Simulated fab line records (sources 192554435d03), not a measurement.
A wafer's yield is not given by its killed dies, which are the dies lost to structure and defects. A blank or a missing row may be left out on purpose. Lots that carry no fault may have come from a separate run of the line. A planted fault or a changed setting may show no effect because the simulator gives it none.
A lot that was struck, set against a sound lot | flow n5 finfet | 20 out of 1938 route steps
Sound: wafers L704.1, L704.3, L704.4. Wafers L716.1, L716.5 were the ones struck. Last of all comes the cause.
Per side, at each step with rows, come the tool, then ch with its chambers, and then its first start. Under that, the readings that differ: sound wafers | struck wafers | difference of the means | sigmas: that difference in standard deviations of wafers without a fault.
alike: readings with means less than 2 such deviations apart, plus words and numbers identical on both sides. not compared: withheld readings, readings lacking a value on some wafer, bounds such as >300 that could conceal the same value, and numbers that have no deviation in the record and whose values overlap.
A row with sigmas, a row that says differs or no value, or rows on one side alone: a step with any of these is where the two part. Numbers that don't overlap but have no deviation are shown without sigmas and don't part them. A reading that every wafer of one side lacks parts them only if that side has two wafers or more.

first, 6 steps without rows for these wafers: N5_BEOL_M1_COAT_05 (resist thk 30 nm); N5_BEOL_M1_EBR_07; N5_BEOL_M1_SOFTBAKE_06 (time 60 s); N5_BEOL_M1_EXPOSE_08 (exposes mask M1); N5_BEOL_M1_PEB_09 (peb time 60 s); N5_BEOL_M1_DEVELOP_10 (develop time 30 s).
N5_BEOL_M1_CD_MEAS_11 targets a cd of 17.05 nm.
  sound on cd sem-02 ch 0, day 6 07:29; struck on cd sem-01 ch 0, day 9 03:29
  alike: cd nm
N5_BEOL_M1_OVL_MEAS_12:
  sound on overlay-01 ch 0, day 6 07:31; struck on overlay-02 ch 0, day 9 03:31
  alike: M1_OVL
N5_BEOL_M1_INSPECT_13: inspects for defects (brightfield).
  sound: defect inspect-02 at day 6 07:35; struck: defect inspect-02 at day 9 03:35
  alike: raw defect count
N5_BEOL_M1_DESCUM_16: chemistry O2, time 7 s.
  sound on rie diel-06 ch 0,1,3, day 6 07:37; struck on rie diel-06 ch 0,1, day 9 03:37
  alike: drypump motor current A, oes product au, rf vpp V, showerhead plenum p Torr, throttle valve pct
  not compared: rf hours counter h
N5_BEOL_M1_ETCH_74: etches underlayer in N2/H2, target depth 6.5 nm, time 5.2 s.
  sound on rie diel-06 ch 0,1,3, day 6 07:39; struck on rie diel-06 ch 0,1, day 9 03:40
  alike: drypump motor current A, etch rf on time s, oes product au, rf vpp V, showerhead plenum p Torr, throttle valve pct
  not compared: rf hours counter h
N5_BEOL_M1_ETCH_63: etches SiARC in CF4, target depth 15.6 nm, time 26 s.
  sound on rie diel-06 ch 0,1,3, day 6 07:40; struck on rie diel-06 ch 0,1, day 9 03:41
  alike: drypump motor current A, etch rf on time s, oes product au, rf vpp V, showerhead plenum p Torr, throttle valve pct
  not compared: rf hours counter h
N5_BEOL_M1_ETCH_64: etches SOC in N2/H2, target depth 75 nm, overetch 15 nm, time 112.5 s.
  sound on rie diel-06 ch 0,1,3, day 6 07:41; struck on rie diel-06 ch 0,1, day 9 03:42
  reading                                    | sound       | struck  | difference | sigmas
  model.SiARC_of_BEOL_M1_COAT_62.thk nm (nm) | 6.6 6.8 6.6 | 4.2 4.6 | -2.3       |
  model.BEOL_M1.cd offset nm (nm)            | 0.2 0.2 0   | 1.4 0.4 | +0.8       |
  alike: drypump motor current A, oes product au, rf vpp V, showerhead plenum p Torr, throttle valve pct
  not compared: rf hours counter h
then, 2 steps without rows for these wafers: N5_BEOL_M1_STRIP_65 (strips in N2/H2); N5_BEOL_M1_STRIP_75 (strips in N2/H2).
N5_BEOL_M1_STRIP_66: strips in CF4.
  sound on rie diel-06 ch 0,1,3, day 6 07:49; struck on rie diel-06 ch 0,1, day 9 03:50
  alike: drypump motor current A, oes product au, rf vpp V, showerhead plenum p Torr, throttle valve pct
  not compared: rf hours counter h
N5_BEOL_M1_HM_OPEN_17: chemistry Cl2/BCl3, target TiN, target depth 20 nm, overetch 6 nm.
  sound on rie metal-01 ch 0,1, day 6 07:52; struck on rie metal-02 ch 0,1, day 9 03:52
  reading                         | sound       | struck  | difference | sigmas
  drypump motor current A (A)     | 5.2 5.6 5.2 | 6.7 6.4 | +1.2       | +2
  model.BEOL_M1.cd offset nm (nm) | 0 0.2 -0.2  | 1.4 0.4 | +0.9       |
  alike: he backside leak sccm, oes product au, throttle valve pct
  not compared: rf hours counter h
N5_BEOL_M1_STRIP_19: strips in O2.
  sound on rie diel-01 ch 1,2,3, day 6 07:58; struck on rie diel-05 ch 0,1, day 9 03:59
  alike: drypump motor current A, oes product au, rf vpp V, showerhead plenum p Torr, throttle valve pct
  not compared: rf hours counter h
-- here the record skips 4 days between the struck wafers' starts before and after, leaving off in module BEOL_M1 and picking up in module BEOL_M4 (first step shown: number 1111 of the route) --
N5_BEOL_M4_RC_MEAS_101:
  sound on prober-02 ch 0, day 9 21:07; struck on prober-02 ch 0, day 12 22:36
  alike: DIBL_N, DIBL_P, IOFF_N, IOFF_P, ION_N, ION_P, SS_N, SS_P, VT_N, VT_P
-- a jump in the record: the struck wafers' starts before and after are 4 days apart (it breaks off in module BEOL_M4 and resumes in module PASSIVATION, where the first step shown is number 1936 of the route) --
N5_PASSIVATION_PROBE_49:
  sound: prober-02 at day 14 15:26; struck: prober-01 at day 16 20:47
  alike: defect limited yield, killed_at_M0_to_M3, killed_at_M4_up, killed at contacts, killed at front end, killed at other, killed dies, killed open, killed short, sort_bin_5_function, sort_bin_6_memory, sort n pass, sort yield pct

WHERE THEY PART
At N5_BEOL_M1_HM_OPEN_17 and nowhere else, as far as this record goes. Later steps at which nothing parts them and some readings are alike: N5_BEOL_M1_STRIP_19, N5_BEOL_M4_RC_MEAS_101, N5_PASSIVATION_PROBE_49.

WHY: what the simulator had put in
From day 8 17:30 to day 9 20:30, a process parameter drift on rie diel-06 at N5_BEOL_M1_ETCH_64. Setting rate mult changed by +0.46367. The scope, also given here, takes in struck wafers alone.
